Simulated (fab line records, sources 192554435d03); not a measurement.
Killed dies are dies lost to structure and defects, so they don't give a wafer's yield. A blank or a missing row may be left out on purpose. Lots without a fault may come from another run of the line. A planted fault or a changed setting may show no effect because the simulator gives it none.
Chamber matching | flow n5_finfet | N5_ILD0_CMP_07 on cmp-03: 4 sister chambers
The step polishes SiO2 flowable, stops on poly-Si, t overpolish 1.18 s, target thk 138.88 nm. 14 wafers are shown with their chamber, then 7 later ones without.

WAFERS WITH THEIR CHAMBER
wafer  | chamber | motor_current_A (A) | head_pressure_psi (psi)
L891.1 | 0       | 10.8                | 4.144
L891.4 | 1       | 10.3                | 4.155
L891.6 | 0       | 9.7                 | 4.152
L894.3 | 0       | 10.0                | 4.162
L894.4 | 3       | 13.1                | 4.137
L894.6 | 2       | 10.8                | 4.161
L896.1 | 2       | 10.9                | 4.159
L896.2 | 3       | 12.8                | 4.154
L896.4 | 0       | 10.2                | 4.151
L901.3 | 3       | 13.2                | 4.146
L901.5 | 2       | 11.2                | 4.145
L901.6 | 3       | 11.7                | 4.134
L906.4 | 1       | 9.7                 | 4.141
L906.5 | 2       | 11.2                | 4.152

SIGNATURES (means of the wafers above)
reading           | chamber 0 | chamber 1 | chamber 2 | chamber 3 | scatter within a chamber
motor_current_A   | 10.175    | 10.000    | 11.025    | 12.700    | 0.487
head_pressure_psi | 4.15225   | 4.14800   | 4.15425   | 4.14275   | 0.00817
Rule: a wafer's distance from a chamber is the root of the sum, over the readings, of the square of ((its reading less the chamber's mean) divided by the reading's scatter). The wafer belongs to the nearest chamber; if the next one is less than 2 further off, it can't be placed. The scatter: the root of (the sum of the squares of (reading less its chamber's mean) over the shown wafers, divided by (wafers less chambers)).

WAFERS WITHOUT THEIR CHAMBER
wafer  | motor_current_A (A) | head_pressure_psi (psi)
L906.6 | 10.3                | 4.159
L907.1 | 10.2                | 4.161
L907.3 | 13.1                | 4.142
L907.5 | 10.6                | 4.137
L910.2 | 10.9                | 4.149
L910.5 | 12.7                | 4.149
L910.6 | 11.0                | 4.152

WHICH CHAMBER EACH WENT THROUGH
wafer  | from the rows above          | in truth
L906.6 | can't be placed: 0 or 1 or 2 | 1
L907.1 | can't be placed: 0 or 1 or 2 | 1
L907.3 | 3                            | 3
L907.5 | can't be placed: 1 or 0 or 2 | 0
L910.2 | can't be placed: 2 or 0 or 1 | 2
L910.5 | 3                            | 3
L910.6 | can't be placed: 2 or 0 or 1 | 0
Placed correctly: 2 of 7. Can't be placed from these rows: 5 (the true chamber is among the candidates in 5). Placed wrongly: 0.
